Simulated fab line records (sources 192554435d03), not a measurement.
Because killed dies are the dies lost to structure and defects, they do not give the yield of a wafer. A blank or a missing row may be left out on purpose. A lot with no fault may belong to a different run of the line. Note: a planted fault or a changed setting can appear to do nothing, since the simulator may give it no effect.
fab line records	flow n5-finfet
record lots=7	wafers=21
route steps=1938 shown BEOL_M6@1221 BEOL_M7@1270 BEOL_M8@1339 BEOL_M10@1473 BEOL_M11@1539 BEOL_M13@1673 BEOL_M14@1742
start-h: start of the lot's first displayed wafer, in hours after the record's first day	wait-h: how many hours have passed since the lot's step before this one	" repeats the value in the row above	L1.1+2: several wafers, shown together as one row	- value missing, or start not given	* or withheld: withheld	< > ~ a bound
route shown NAME@n: a module of which the file shows steps, and the number in the route of the first	usual: mean/standard deviation of fault-free wafers	same: alike in all rows	chamber/n: place in a boat	sites: per-site readings	_std_site: the standard deviation of these	_edge_site: outer sites' mean less inner sites'	radius-mm: how far each site lies from the wafer's centre	mask NAME#n: copy n	behind: tool/chamber where the wafer was last shaped	hold: the reason the lot was held/the length of the hold in hours/how it ended	device: the n, p or np transistor that did not switch	end of line: at the end of the route, the tests of the same wafers	where a step has no rows: the recipe by itself	killed: at the first sort, the dies lost to defects and structure; wafer yield is something else	map: a wafer's dies, x killed, . not, _ none there
set.NAME: the setting that was run; set.NAME@STEP: the one run at that earlier step	model.NAME: the simulator's own value behind a step, which no gauge read
one table per step and one row per wafer, for lots whose settings were changed on purpose
## steps
# step N5_BEOL_M6_COAT_22
# recipe resist=CAR-EUV	spin-rpm=1500	resist-thk-nm=30
lot.wafer	tool	chamber	start-h	wait-h	set.spin-rpm	model.CAR-EUV_of_BEOL_M6_COAT_22.thk-nm
L077.2	litho-track-04	0	-	-	1500	30.2
L077.3+4	"	0	"	"	1500	30
L076.1+3+5	litho-track-02	0	-	-	1500	30
L080.1+3	litho-track-04	0	-	-	1500	30
L080.6	"	0	"	"	1592	29
L085.1	litho-track-01	0	-	-	1500	30
L085.3	"	0	"	"	1441	30.4
L085.6	"	0	"	"	1441	30.6
L088.2+4+6	litho-track-04	0	-	-	1500	30
L093.3	litho-track-02	0	-	-	1376	31.4
L093.4	"	0	"	"	1500	30.2
L093.6	"	0	"	"	1376	31.6
L095.1+4	litho-track-04	0	-	-	1500	29.8
L095.2	"	0	"	"	1611	28.8
# step N5_BEOL_M7_COAT_05
# recipe resist=CAR-ArF	spin-rpm=1500	resist-thk-nm=90
lot.wafer	tool	chamber	start-h	wait-h	set.spin-rpm	model.CAR-ArF_of_BEOL_M7_COAT_05.thk-nm
L077.2+4	litho-track-02	0	-	-	1636	86
L077.3	"	0	"	"	1500	89.8
L076.1	litho-track-05	0	-	-	1500	90.4
L076.3	"	0	"	"	1500	90.2
L076.5	"	0	"	"	1500	90.6
L080.1+3	litho-track-03	0	-	-	1451	91.2
L080.6	"	0	"	"	1500	89.6
L085.1	litho-track-02	0	-	-	1500	90.6
L085.3	"	0	"	"	1442	92.2
L085.6	"	0	"	"	1442	92.4
L088.2	litho-track-02	0	-	-	1444	91.6
L088.4	"	0	"	"	1444	92.2
L088.6	"	0	"	"	1500	90
L093.3	litho-track-05	0	-	-	1543	88.6
L093.4	"	0	"	"	1543	88.8
L093.6	"	0	"	"	1500	89.6
L095.1	litho-track-03	0	-	-	1500	90.2
L095.2	"	0	"	"	1348	94.8
L095.4	"	0	"	"	1500	89.8
# step N5_BEOL_M7_EBR_07
# recipe solvent=PGMEA	ebr-width-mm=1.5
# step N5_BEOL_M7_SOFTBAKE_06
# recipe temp-c=110	time-s=60	resist=CAR-ArF
# step N5_BEOL_M7_EXPOSE_08
# recipe mask-id=M7	na=1.35	source-shape=dipole	sigma-inner=0.817	sigma-outer=0.97	polarization=te	dose-mj=68.25
# step N5_BEOL_M7_PEB_09
# recipe peb-temp-c=withheld	peb-time-s=60	resist=CAR-ArF
# step N5_BEOL_M7_DEVELOP_10
# recipe develop-time-s=30	developer=TMAH	resist=CAR-ArF	rinse-liquid=diw	dry=air-spin	dev-temp-c=23
lot.wafer	tool	chamber	start-h	wait-h	set.spin-rpm@BEOL_M7_COAT_05	model.CAR-ArF_of_BEOL_M7_COAT_05.thk-nm
L077.2	litho-track-02	0	-	-	1636	84.2
L077.3	"	0	"	"	1500	88.2
L077.4	"	0	"	"	1636	84.4
L076.1+5	litho-track-02	0	-	-	1500	88.8
L076.3	"	0	"	"	1500	88.6
L080.1	litho-track-05	0	-	-	1451	89.6
L080.3	"	0	"	"	1451	89.4
L080.6	"	0	"	"	1500	88
L085.1	litho-track-03	0	-	-	1500	89
L085.3+6	"	0	"	"	1442	90.6
L088.2	litho-track-02	0	-	-	1444	90
L088.4	"	0	"	"	1444	90.4
L088.6	"	0	"	"	1500	88.2
L093.3+4	litho-track-03	0	-	-	1543	87
L093.6	"	0	"	"	1500	88
L095.1	litho-track-05	0	-	-	1500	88.4
L095.2	"	0	"	"	1348	93.2
L095.4	"	0	"	"	1500	88.2
# step N5_BEOL_M8_COAT_05
# recipe resist=CAR-ArF	spin-rpm=1500	resist-thk-nm=90
lot.wafer	tool	chamber	start-h	wait-h	set.spin-rpm	model.CAR-ArF_of_BEOL_M8_COAT_05.thk-nm
L077.2	litho-track-03	0	-	-	1500	89.8
L077.3	"	0	"	"	1378	94
L077.4	"	0	"	"	1378	93.8
L076.1	litho-track-01	0	-	-	1500	90
L076.3	"	0	"	"	1500	90.2
L076.5	"	0	"	"	1500	89.8
L080.1	litho-track-03	0	-	-	1500	90
L080.3+6	"	0	"	"	1500	89.8
L085.1	litho-track-04	0	-	-	1500	90.2
L085.3	"	0	"	"	1556	88.6
L085.6	"	0	"	"	1500	90.4
L088.2+4	litho-track-04	0	-	-	1500	90
L088.6	"	0	"	"	1500	90.2
L093.3	litho-track-04	0	-	-	1500	90
L093.4	"	0	"	"	1619	86.6
L093.6	"	0	"	"	1619	86.8
L095.1	litho-track-03	0	-	-	1443	91.8
L095.2+4	"	0	"	"	1500	90.2
# step N5_BEOL_M8_EBR_07
# recipe solvent=PGMEA	ebr-width-mm=1.5
# step N5_BEOL_M8_SOFTBAKE_06
# recipe temp-c=110	time-s=60	resist=CAR-ArF
# step N5_BEOL_M8_EXPOSE_08
# recipe mask-id=M8	na=1.35	source-shape=dipole	sigma-inner=0.817	sigma-outer=0.97	polarization=te	dose-mj=68.25
# step N5_BEOL_M8_PEB_09
# recipe peb-temp-c=withheld	peb-time-s=60	resist=CAR-ArF
# step N5_BEOL_M8_DEVELOP_10
# recipe develop-time-s=30	developer=TMAH	resist=CAR-ArF	rinse-liquid=diw	dry=air-spin	dev-temp-c=23
lot.wafer	tool	chamber	start-h	wait-h	set.spin-rpm@BEOL_M8_COAT_05	model.CAR-ArF_of_BEOL_M8_COAT_05.thk-nm
L077.2	litho-track-03	0	-	-	1500	88.2
L077.3	"	0	"	"	1378	92.4
L077.4	"	0	"	"	1378	92
L076.1	litho-track-01	0	-	-	1500	88.2
L076.3	"	0	"	"	1500	88.4
L076.5	"	0	"	"	1500	88
L080.1	litho-track-03	0	-	-	1500	88.4
L080.3	"	0	"	"	1500	88.2
L080.6	"	0	"	"	1500	88
L085.1	litho-track-04	0	-	-	1500	88.6
L085.3	"	0	"	"	1556	87
L085.6	"	0	"	"	1500	88.8
L088.2+6	litho-track-04	0	-	-	1500	88.4
L088.4	"	0	"	"	1500	88.2
L093.3	litho-track-03	0	-	-	1500	88.2
L093.4	"	0	"	"	1619	84.8
L093.6	"	0	"	"	1619	85
L095.1	litho-track-01	0	-	-	1443	90
L095.2+4	"	0	"	"	1500	88.4
# step N5_BEOL_M8_DESCUM_16
# recipe chemistry=O2	time-s=7.9	source-power-w=50	bias-power-w=20	pressure-mtorr=20	rf-frequency-hz=2.712e+07	temp-c=40	resist=CAR-ArF	o2-flow-sccm=225
# step N5_BEOL_M8_ETCH_61
# recipe chemistry=CF4	target=SiARC	target-depth-a=455	mask-material=CAR-ArF	time-s=75.8	ion-energy-ev=80	pressure-mtorr=40	source-w=545	bias-w=36	Ar_flow_sccm=100	cf4-flow-sccm=100	ends=cleared
lot.wafer	tool	chamber	start-h	wait-h	set.spin-rpm@BEOL_M8_COAT_05	model.CAR-ArF_of_BEOL_M8_COAT_05.thk-nm
L077.2	rie-diel-01	2	217.09	0.0	1500	50.6
L077.3	"	1	"	"	1378	54.8
L077.4	"	1	"	"	1378	54.6
L076.1	rie-diel-01	0	231.72	0.0	1500	51
L076.3	"	3	"	"	1500	51.2
L076.5	"	0	"	"	1500	50.8
L080.1+3+6	rie-diel-04	0,1,1	262.45	0.0	1500	50.8
L085.1+6	rie-diel-01	1,2	281.94	0.0	1500	51.2
L085.3	"	2	"	"	1556	49.6
L088.2	rie-diel-06	1	289.65	0.0	1500	50.8
L088.4+6	"	3,1	"	"	1500	51
L093.3	rie-diel-01	1	328.81	0.0	1500	50.8
L093.4	"	0	"	"	1619	47.6
L093.6	"	0	"	"	1619	47.8
L095.1	rie-diel-06	2	348.16	0.0	1443	52.6
L095.2+4	"	0,1	"	"	1500	51
# step N5_BEOL_M10_PECVD_70
# recipe material=SiO2	target-thk-a=200	temp-c=400	precursor=TEOS/O2	pressure-torr=5.5	rf-w=450	teos-flow-sccm=53.8	gas=O2	flow-sccm=3000	time-s=22.7
lot.wafer	tool	chamber	start-h	wait-h	set.temp-c	model.SiO2_of_BEOL_M10_PECVD_70.thk-nm
L077.2+4	pecvd-02	2,1	229.80	0.0	400	20
L077.3	"	1	"	"	400	19.6
L076.1	pecvd-03	2	248.11	0.0	400	19.6
L076.3+5	"	1,2	"	"	400	20
L080.1	pecvd-02	0	279.29	0.0	400	19.4
L080.3	"	2	"	"	400	19.8
L080.6	"	2	"	"	400	20.2
L085.1	pecvd-01	0	296.13	0.0	410.1	17.8
L085.3	"	0	"	"	410.1	18.4
L085.6	"	2	"	"	400	20
L088.2	pecvd-02	2	304.48	0.0	400	19.8
L088.4	"	1	"	"	400	20
L088.6	"	0	"	"	382.8	22
L093.3	pecvd-02	0	343.45	0.0	383.8	21.8
L093.4	"	0	"	"	383.8	22
L093.6	"	2	"	"	383.8	22.2
L095.1	pecvd-02	2	358.52	0.0	400	19.8
L095.2+4	"	0	"	"	400	19.6
# step N5_BEOL_M10_HM_DEP_02
# recipe material=TiN	target-thk-a=200	temp-c=25	chamber-pressure-pa=0.49996
lot.wafer	tool	chamber	start-h	wait-h	set.target-thk-a	model.TiN_of_BEOL_M10_HM_DEP_02.thk-nm
L077.2	pvd-sputter-03	-	231.07	1.2	200	20
L077.3	"	-	"	"	173.2	17.2
L077.4	"	-	"	"	173.2	17.6
L076.1+3+5	pvd-sputter-01	-	248.63	0.5	200	20.2
L080.1	pvd-sputter-03	-	280.81	1.5	200	20.2
L080.3	"	-	"	"	200	20.4
L080.6	"	-	"	"	200	20.6
L085.1	pvd-sputter-01	-	297.21	1.1	200	20.2
L085.3	"	-	"	"	200	19.6
L085.6	"	-	"	"	178.7	17.4
L088.2+6	pvd-sputter-01	-	305.91	1.4	216.7	22
L088.4	"	-	"	"	216.7	21.6
L093.3+6	pvd-sputter-03	-	344.60	1.1	200	20
L093.4	"	-	"	"	200	20.2
L095.1	pvd-sputter-03	-	362.35	3.8	200	20.4
L095.2	"	-	"	"	200	19.8
L095.4	"	-	"	"	187.3	19.4
# step N5_BEOL_M10_COAT_59
# recipe resist=SOC	temp-c=250	time-s=60	spin-rpm=1500	resist-thk-nm=100
# step N5_BEOL_M10_COAT_60
# recipe resist=SiARC	temp-c=220	time-s=60	spin-rpm=1500	resist-thk-nm=30
# step N5_BEOL_M10_STRIP_68
# recipe chemistry=N2/H2	temp-c=40	n2-flow-sccm=200	h2-flow-sccm=200	rf-frequency-hz=6e+07
# step N5_BEOL_M10_STRIP_67
# recipe chemistry=CF4	resist=SiARC	power-w=300	bias-power-w=75	pressure-mtorr=50	cf4-flow-sccm=150	rf-frequency-hz=6e+07
# step N5_BEOL_M10_HM_OPEN_17
# recipe chemistry=Cl2/BCl3	target-depth-a=200	overetch-a=60	target=TiN	mask-material=SOC	ion-energy-ev=150	pressure-mtorr=10	icp-w=1000	bias-w=126	Cl2_flow_sccm=53.25	bcl3-flow-sccm=21.75	Ar_flow_sccm=25
lot.wafer	tool	chamber	start-h	wait-h	set.target-thk-a@BEOL_M10_HM_DEP_02	model.etch.depth-nm
L077.2	rie-metal-03	1	232.03	0.0	200	20
L077.3	"	1	"	"	173.2	17.21
L077.4	"	0	"	"	173.2	17.57
L076.1	rie-metal-03	0	249.70	0.0	200	20.22
L076.3	"	1	"	"	200	20.29
L076.5	"	1	"	"	200	20.14
L080.1	rie-metal-02	1	281.66	0.0	200	20.11
L080.3	"	1	"	"	200	20.4
L080.6	"	0	"	"	200	20.58
L085.1	rie-metal-02	0	297.95	0.0	200	20.15
L085.3	"	1	"	"	200	19.65
L085.6	"	0	"	"	178.7	17.5
L088.2	rie-metal-01	1	306.68	0.0	216.7	22.01
L088.4	"	1	"	"	216.7	21.58
L088.6	"	0	"	"	216.7	22.09
L093.3	rie-metal-02	1	345.49	0.1	200	20.08
L093.4	"	0	"	"	200	20.17
L093.6	"	1	"	"	200	19.92
L095.1	rie-metal-02	1	363.09	0.0	200	20.3
L095.2	"	0	"	"	200	19.88
L095.4	"	0	"	"	187.3	19.34
# step N5_BEOL_M10_STRIP_19
# recipe chemistry=O2	power-w=400	temp-c=40	pressure-mtorr=30	rf-frequency-hz=6e+07	bias-power-w=0	overash-fraction=0.2	o2-flow-sccm=225
# step N5_BEOL_M10_STRIP_77
# recipe chemistry=N2/H2	time-s=10	power-w=450	temp-c=40	pressure-mtorr=20	rf-frequency-hz=6e+07	bias-power-w=7	n2-flow-sccm=200	h2-flow-sccm=200
# step N5_BEOL_M10_HM_STRIP_39
# recipe chemistry=peroxide-tin-strip	material=TiN	target-depth-a=250	temp-c=50	time-s=158
lot.wafer	tool	chamber	start-h	wait-h	set.temp-c@BEOL_M10_PECVD_70	model.SiO2_of_BEOL_M10_PECVD_70.thk-nm
L077.2+4	wet-bench-05	0,1	234.23	0.0	400	19.8
L077.3	"	7	"	"	400	19.4
L076.1	wet-bench-02	4	252.63	0.0	400	19.4
L076.3+5	"	0,7	"	"	400	19.8
L080.1	wet-bench-03	4	285.62	0.0	400	19.2
L080.3	"	0	"	"	400	19.8
L080.6	"	3	"	"	400	20
L085.1	wet-bench-05	6	300.82	0.0	410.1	17.8
L085.3	"	4	"	"	410.1	18.2
L085.6	"	7	"	"	400	19.8
L088.2	wet-bench-02	4	310.02	0.0	400	19.6
L088.4	"	5	"	"	400	19.8
L088.6	"	3	"	"	382.8	21.8
L093.3+4	wet-bench-03	4,1	346.69	0.0	383.8	21.8
L093.6	"	3	"	"	383.8	22.2
L095.1	wet-bench-02	7	364.44	0.0	400	19.6
L095.2+4	"	0,3	"	"	400	19.4
# step N5_BEOL_M11_PECVD_70
# recipe material=SiO2	target-thk-a=200	temp-c=400	precursor=TEOS/O2	pressure-torr=5.5	rf-w=450	teos-flow-sccm=53.8	gas=O2	flow-sccm=3000	time-s=22.7
lot.wafer	tool	chamber	start-h	wait-h	set.time-s	model.SiO2_of_BEOL_M11_PECVD_70.thk-nm
L077.2	pecvd-01	1	239.30	0.0	22.7	19.4
L077.3	"	2	"	"	20.16	18.2
L077.4	"	2	"	"	22.7	20.6
L076.1+5	pecvd-04	0,1	256.64	0.0	22.7	19.8
L076.3	"	1	"	"	22.7	19.2
L080.1	pecvd-02	2	288.48	0.0	20.07	17.2
L080.3	"	0	"	"	22.7	19.6
L080.6	"	0	"	"	20.07	17.4
L085.1	pecvd-04	1	304.12	0.0	22.7	19.8
L085.3	"	2	"	"	25.55	22.6
L085.6	"	0	"	"	25.55	22.8
L088.2+4	pecvd-04	0,2	314.16	0.0	22.7	20.2
L088.6	"	1	"	"	22.7	19.8
L093.3+4	pecvd-01	2	351.31	0.0	22.7	19.6
L093.6	"	0	"	"	21.55	19.4
L095.1	pecvd-02	0	368.32	0.0	26.06	22.2
L095.2+4	"	1,0	"	"	22.7	19.6
# step N5_BEOL_M11_TRENCH_ETCH_37
# recipe chemistry=C4F6/O2	target-depth-a=1488.3	target=SiCOH_lowk	time-s=48	ion-energy-ev=250	pressure-mtorr=30	source-w=345	bias-w=185	Ar_flow_sccm=300	C4F6_flow_sccm=10	O2_flow_sccm=10
# usual rf-vpp-V=673/8.3
lot.wafer	tool	chamber	start-h	wait-h	set.bias-w	rf-vpp-V
L077.2	rie-diel-02	3	-	-	201.8	716
L077.3	"	0	"	"	201.8	720
L077.4	"	2	"	"	185	666
L076.1	rie-diel-05	0	-	-	185	679
L076.3	"	2	"	"	185	667
L076.5	"	3	"	"	185	670
L080.1	rie-diel-05	3	-	-	185	670
L080.3	"	2	"	"	185	667
L080.6	"	1	"	"	185	694
L085.1	rie-diel-05	2	-	-	185	667
L085.3	"	3	"	"	185	671
L085.6	"	1	"	"	185	693
L088.2	rie-diel-03	1	-	-	185	670
L088.4	"	0	"	"	161.3	597
L088.6	"	0	"	"	185	665
L093.3	rie-diel-02	2	-	-	185	665
L093.4	"	0	"	"	185	672
L093.6	"	1	"	"	185	674
L095.1	rie-diel-05	3	-	-	185	670
L095.2	"	0	"	"	167.9	628
L095.4	"	1	"	"	167.9	642
# step N5_BEOL_M11_ETCH_41
# recipe chemistry=CH3F/O2	target=SiCN	target-depth-a=426	taper-deg=2	time-s=86	ion-energy-ev=120	mask-material=TiN	pressure-mtorr=30	source-w=395	bias-w=75	Ar_flow_sccm=150	CH3F_flow_sccm=30	O2_flow_sccm=20
lot.wafer	tool	chamber	start-h	wait-h	set.time-s	model.etch.depth-nm
L077.2	rie-diel-02	3	-	-	86	31.89
L077.3	"	0	"	"	86	31.58
L077.4	"	2	"	"	86	31.63
L076.1	rie-diel-05	0	-	-	86	31.59
L076.3	"	2	"	"	86	31.93
L076.5	"	3	"	"	86	31.52
L080.1	rie-diel-05	3	-	-	86	31.95
L080.3	"	2	"	"	86	32.16
L080.6	"	1	"	"	86	33.17
L085.1	rie-diel-05	2	-	-	86	32.47
L085.3	"	3	"	"	86	31.64
L085.6	"	1	"	"	86	33.25
L088.2	rie-diel-03	1	-	-	86	33.83
L088.4	"	0	"	"	86	33.02
L088.6	"	0	"	"	86	32.84
L093.3	rie-diel-02	2	-	-	73.33	27.33
L093.4	"	0	"	"	86	32.94
L093.6	"	1	"	"	86	32.48
L095.1	rie-diel-05	3	-	-	86	31.72
L095.2	"	0	"	"	95.11	34.86
L095.4	"	1	"	"	86	33.56
# step N5_BEOL_M11_STRIP_77
# recipe chemistry=N2/H2	time-s=10	power-w=450	temp-c=40	pressure-mtorr=20	rf-frequency-hz=6e+07	bias-power-w=7	n2-flow-sccm=200	h2-flow-sccm=200
# step N5_BEOL_M11_HM_STRIP_39
# recipe chemistry=peroxide-tin-strip	material=TiN	target-depth-a=250	temp-c=50	time-s=158
lot.wafer	tool	chamber	start-h	wait-h	set.time-s@BEOL_M11_PECVD_70	model.SiO2_of_BEOL_M11_PECVD_70.thk-nm
L077.2	wet-bench-06	2	245.16	0.0	22.7	19.4
L077.3	"	7	"	"	20.16	18
L077.4	"	6	"	"	22.7	20.4
L076.1	wet-bench-06	4	258.81	0.0	22.7	19.6
L076.3	"	5	"	"	22.7	19
L076.5	"	7	"	"	22.7	19.8
L080.1	wet-bench-04	6	293.57	0.0	20.07	17.2
L080.3	"	5	"	"	22.7	19.4
L080.6	"	1	"	"	20.07	17.4
L085.1	wet-bench-01	6	309.52	0.0	22.7	19.6
L085.3	"	7	"	"	25.55	22.4
L085.6	"	1	"	"	25.55	22.6
L088.2+4	wet-bench-04	2,5	318.65	0.0	22.7	20
L088.6	"	3	"	"	22.7	19.8
L093.3+4	wet-bench-06	5,6	355.76	0.0	22.7	19.4
L093.6	"	1	"	"	21.55	19.2
L095.1	wet-bench-06	5	371.89	0.0	26.06	22.2
L095.2	"	2	"	"	22.7	19.6
L095.4	"	0	"	"	22.7	19.4
# step N5_BEOL_M13_ETCH_59
# recipe chemistry=N2/H2	target=BARC	target-depth-a=890	overetch-a=267	time-s=67.9	ion-energy-ev=200	pressure-mtorr=30	source-w=840	bias-w=150	n2-flow-sccm=200	h2-flow-sccm=200
lot.wafer	tool	chamber	start-h	wait-h	set.time-s	model.coat_of_BEOL_M13_COAT_04.thk-nm
L077.2	rie-diel-05	2	256.78	0.0	67.9	319.4
L077.3	"	0	"	"	55.02	333
L077.4	"	3	"	"	55.02	331.4
L076.1	rie-diel-05	3	268.77	0.0	67.9	320.4
L076.3	"	1	"	"	67.9	317.6
L076.5	"	3	"	"	67.9	320.6
L080.1	rie-diel-03	0	301.23	0.0	67.9	316.2
L080.3	"	2	"	"	67.9	318.2
L080.6	"	2	"	"	67.9	318.4
L085.1	rie-diel-02	0	317.67	0.0	67.9	315.4
L085.3	"	3	"	"	67.9	314.8
L085.6	"	3	"	"	67.9	315.6
L088.2	rie-diel-05	3	333.69	0.0	67.9	318.6
L088.4	"	0	"	"	67.9	320.6
L088.6	"	1	"	"	79.52	304.6
L093.3	rie-diel-05	3	364.88	0.0	67.9	320.6
L093.4	"	2	"	"	67.9	320.4
L093.6	"	2	"	"	67.9	321.8
L095.1	rie-diel-02	3	380.88	0.0	67.9	318.4
L095.2	"	1	"	"	74.18	313.6
L095.4	"	0	"	"	67.9	318.8
# step N5_BEOL_M14_EXPOSE_25
# recipe mask-id=M14	na=0.8	source-shape=annular	sigma-inner=0.5	sigma-outer=0.8	polarization=unpolarized	target-cd-nm=280	dose-mj=26.6
lot.wafer	tool	chamber	start-h	wait-h	mask	set.dose-mj
L077.2+3+4	krf-scanner-01	0	264.84	-	M14#0	26.6
L076.1+3+5	krf-scanner-02	0	273.46	-	M14#0	26.6
L080.1+6	krf-scanner-01	0	306.04	-	M14#0	26.6
L080.3	"	0	"	"	M14#0	27.39
L085.1+3+6	krf-scanner-02	0	322.89	-	M14#0	26.6
L088.2+6	krf-scanner-02	0	342.31	-	M14#0	25.66
L088.4	"	0	"	"	M14#0	26.6
L093.3+4+6	krf-scanner-02	0	372.74	-	M14#0	26.6
L095.1+4	krf-scanner-02	0	387.14	-	M14#0	25.48
L095.2	"	0	"	"	M14#0	26.6
## key
split step=N5_BEOL_M6_COAT_22	setting=spin-rpm	stated=1500	by=wafer
response step=N5_BEOL_M6_COAT_22	reading=model.CAR-EUV_of_BEOL_M6_COAT_22.thk-nm	change=-0.149	per=1%	r=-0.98
split step=N5_BEOL_M7_COAT_05	setting=spin-rpm	stated=1500	by=wafer
response step=N5_BEOL_M7_COAT_05	reading=model.CAR-ArF_of_BEOL_M7_COAT_05.thk-nm	change=-0.449	per=1%	r=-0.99
response step=N5_BEOL_M7_DEVELOP_10	reading=model.CAR-ArF_of_BEOL_M7_COAT_05.thk-nm	change=-0.457	per=1%	r=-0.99
split step=N5_BEOL_M8_COAT_05	setting=spin-rpm	stated=1500	by=wafer
response step=N5_BEOL_M8_COAT_05	reading=model.CAR-ArF_of_BEOL_M8_COAT_05.thk-nm	change=-0.457	per=1%	r=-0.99
response step=N5_BEOL_M8_DEVELOP_10	reading=model.CAR-ArF_of_BEOL_M8_COAT_05.thk-nm	change=-0.452	per=1%	r=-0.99
response step=N5_BEOL_M8_ETCH_61	reading=model.CAR-ArF_of_BEOL_M8_COAT_05.thk-nm	change=-0.444	per=1%	r=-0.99
split step=N5_BEOL_M10_PECVD_70	setting=temp-c	stated=400	by=wafer
response step=N5_BEOL_M10_PECVD_70	reading=model.SiO2_of_BEOL_M10_PECVD_70.thk-nm	change=-0.556	per=1%	r=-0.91
response step=N5_BEOL_M10_HM_STRIP_39	reading=model.SiO2_of_BEOL_M10_PECVD_70.thk-nm	change=-0.546	per=1%	r=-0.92
split step=N5_BEOL_M10_HM_DEP_02	setting=target-thk-a	stated=200	by=wafer
response step=N5_BEOL_M10_HM_DEP_02	reading=model.TiN_of_BEOL_M10_HM_DEP_02.thk-nm	change=+0.198	per=1%	r=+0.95
response step=N5_BEOL_M10_HM_OPEN_17	reading=model.etch.depth-nm	change=+0.196	per=1%	r=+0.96
split step=N5_BEOL_M11_PECVD_70	setting=time-s	stated=22.7	by=wafer
response step=N5_BEOL_M11_PECVD_70	reading=model.SiO2_of_BEOL_M11_PECVD_70.thk-nm	change=+0.185	per=1%	r=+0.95
response step=N5_BEOL_M11_HM_STRIP_39	reading=model.SiO2_of_BEOL_M11_PECVD_70.thk-nm	change=+0.186	per=1%	r=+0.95
split step=N5_BEOL_M11_TRENCH_ETCH_37	setting=bias-w	stated=185	by=wafer
response step=N5_BEOL_M11_TRENCH_ETCH_37	reading=rf-vpp-V	change=+5.11	per=1%	r=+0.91
split step=N5_BEOL_M11_ETCH_41	setting=time-s	stated=86	by=wafer
response step=N5_BEOL_M11_ETCH_41	reading=model.etch.depth-nm	change=+0.312	per=1%	r=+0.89
split step=N5_BEOL_M13_ETCH_59	setting=time-s	stated=67.9	by=wafer
response step=N5_BEOL_M13_ETCH_59	reading=model.coat_of_BEOL_M13_COAT_04.thk-nm	change=-0.739	per=1%	r=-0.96
split step=N5_BEOL_M14_EXPOSE_25	setting=dose-mj	stated=26.6	by=wafer
response none in this file
